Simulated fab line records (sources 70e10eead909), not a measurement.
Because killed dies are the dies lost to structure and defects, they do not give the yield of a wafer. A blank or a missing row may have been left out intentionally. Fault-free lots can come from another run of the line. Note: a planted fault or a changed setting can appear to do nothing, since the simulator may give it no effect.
A lot that was struck, set against a sound lot || flow nand_harc || 22 steps out of a route of 1302
Sound: wafers L768.1, L768.3, L768.6. Wafers L778.3, L778.4, L778.5 were the ones struck. The cause is named last.
At each step with rows: each side's tool, then ch and its chambers, then its first start. Under that, the readings that differ: sound wafers || struck wafers || difference of the means || sigmas: that difference in standard deviations of wafers without a fault.
alike: a reading whose means differ by less than 2 such deviations, as well as words and numbers matching on both sides. not compared: withheld readings; readings where some wafer has no value; bounds like >300 that might hide an equal value; numbers whose values overlap and for which the record gives no deviation.
The two part at a step that has a row with sigmas, a row that says differs or no value, or rows on one side only. Numbers that have no deviation but don't overlap get no sigmas and don't part them. A reading missing from all wafers of one side parts the sides only when that side holds two or more wafers.

NHARC_A_BLC_CVD_24: deposits W, target thk 150 nm, time 434 s.
  sound on cvd_w-01 ch 0,1; struck on cvd_w-01 ch 0
{"reading": "throttle_valve_pct (%)", "sound": "8.23 8.11 8.00", "struck": "7.42 7.65 7.60", "difference": -0.56, "sigmas": -2}
  alike: heater_power_outer_w, heater_power_w
NHARC_A_BLC_CMP_25: polishes, t overpolish 30 s, target thk 150 nm.
  sound on cmp-01 ch 1,2,3, day 23 11:27; struck on cmp-02 ch 0,1,2, day 27 11:16
  alike: motor_current_A, overpolish_run_s, time_to_endpoint_s
following that, these wafers have no rows for 1 step: NHARC_A_BLC_SRD_27.
NHARC_A_BLC_INSPECT_28:
  sound on defect_inspect-01, day 23 11:52; struck on defect_inspect-01, day 27 11:38
  alike: raw_defect_count
then, 7 steps without rows for these wafers: NHARC_A_M0_DEP_00 (deposits SiOC, target thk 150 nm); NHARC_A_M0_DEHYDRATE_01 (time 120 s); NHARC_A_M0_HMDS_02 (time 30 s); NHARC_A_M0_COAT_33 (time 65 s); NHARC_A_M0_COAT_03 (resist thk 90 nm); NHARC_A_M0_SOFTBAKE_04 (time 55 s); NHARC_A_M0_EBR_05.
NHARC_A_M0_EXPOSE_06: exposes mask A M0, target cd 80 nm.
  sound on arfi_scanner-01 ch 0, day 23 12:38; struck on arfi_scanner-02 ch 0, day 27 12:26
{"reading": "exposure_dose_mJ_cm2", "sound": "83.28 83.16 83.19", "struck": "83.98 84.18 84.13", "difference": "+0.89", "sigmas": "+12"}
  alike: mask
then, 2 steps without rows for these wafers: NHARC_A_M0_PEB_07 (peb time 65 s); NHARC_A_M0_DEVELOP_08 (develop time 35 s).
NHARC_A_M0_CD_MEAS_09 targets a cd of 80 nm.
  sound on cd_sem-03 ch 0, day 23 12:46; struck on cd_sem-01 ch 0, day 27 12:34
{"reading": "cd_nm (nm)", "sound": "79.3 79.2 78.6", "struck": "76.4 75.7 71.5", "difference": -4.5, "sigmas": -8}
NHARC_A_M0_OVL_MEAS_10: pitch 160 nm.
  sound on overlay-02, day 23 12:52; struck on overlay-01, day 27 12:39
{"reading": "overlay_x_nm (nm)", "sound": "2.7 2.2 2.7", "struck": "-0.6 -0.1 -0.3", "difference": -2.9, "sigmas": -4}
  alike: overlay_y_nm
NHARC_A_M0_INSPECT_11:
  sound on defect_inspect-02, day 23 12:54; struck on defect_inspect-02, day 27 12:41
{"reading": "raw_defect_count", "sound": "105 110 116", "struck": "18 9 17", "difference": -96, "sigmas": -3}
NHARC_A_M0_DESCUM_14: chemistry O2, time 3 s.
  sound on rie_diel-12 ch 0,1,3, day 23 12:58; struck on rie_diel-12 ch 0,1,3, day 27 12:46
{"reading": "model.A_M0.cd_nm (nm)", "sound": "78.86 79.71 78.85", "struck": "76.51 75.88 71", "difference": -4.68, "sigmas": ""}
  alike: drypump_motor_current_A, oes_product_au, rf_vpp_V, showerhead_plenum_p_Torr, throttle_valve_pct
  not compared: rf_hours_counter_h
NHARC_A_M0_ETCH_34: etches the open film in N2/H2, target depth 40 nm, overetch 12 nm, time 43.94 s.
  sound on rie_diel-12 ch 1,3, day 23 13:04; struck on rie_diel-12 ch 0,1,2, day 27 12:50
  alike: drypump_motor_current_A, oes_product_au, rf_fwd_power_W, rf_vpp_V, showerhead_plenum_p_Torr, throttle_valve_pct
  not compared: rf_hours_counter_h
NHARC_A_M0_ETCH_15: etches the open film in C4F8/Ar, target depth 150 nm, overetch 15 nm, time 82.5 s.
  sound on rie_diel-12 ch 1,3; struck on rie_diel-12 ch 1,3
{"reading": "model.A_M0.cd_nm (nm)", "sound": "79.38 79.96 79.15", "struck": "76.38 75.82 70.68", "difference": -5.20, "sigmas": ""}
  alike: oes_product_au, rf_fwd_power_W, rf_vpp_V
  not compared: rf_hours_counter_h
NHARC_A_M0_CD_MEAS_16:
  sound on cd_sem-02, day 23 13:18; struck on cd_sem-01, day 27 13:03
{"reading": "cd_nm (nm)", "sound": "79.4 79.8 79.1", "struck": "76.2 75.9 70.8", "difference": -5.1, "sigmas": -7}
NHARC_A_M0_STRIP_18: strips in N2/H2.
  sound on rie_diel-01 ch 0,2,3, day 23 13:24; struck on rie_diel-09 ch 1,3, day 27 13:07
  alike: drypump_motor_current_A, oes_product_au, rf_fwd_power_W, rf_vpp_V, showerhead_plenum_p_Torr, throttle_valve_pct
  not compared: rf_hours_counter_h

## WHERE THEY PART
Last at NHARC_A_M0_CD_MEAS_16 as far as this record goes, first at NHARC_A_BLC_CVD_24. Later steps at which nothing parts them and some readings are alike: NHARC_A_M0_STRIP_18.

WHY: what the simulator had put in
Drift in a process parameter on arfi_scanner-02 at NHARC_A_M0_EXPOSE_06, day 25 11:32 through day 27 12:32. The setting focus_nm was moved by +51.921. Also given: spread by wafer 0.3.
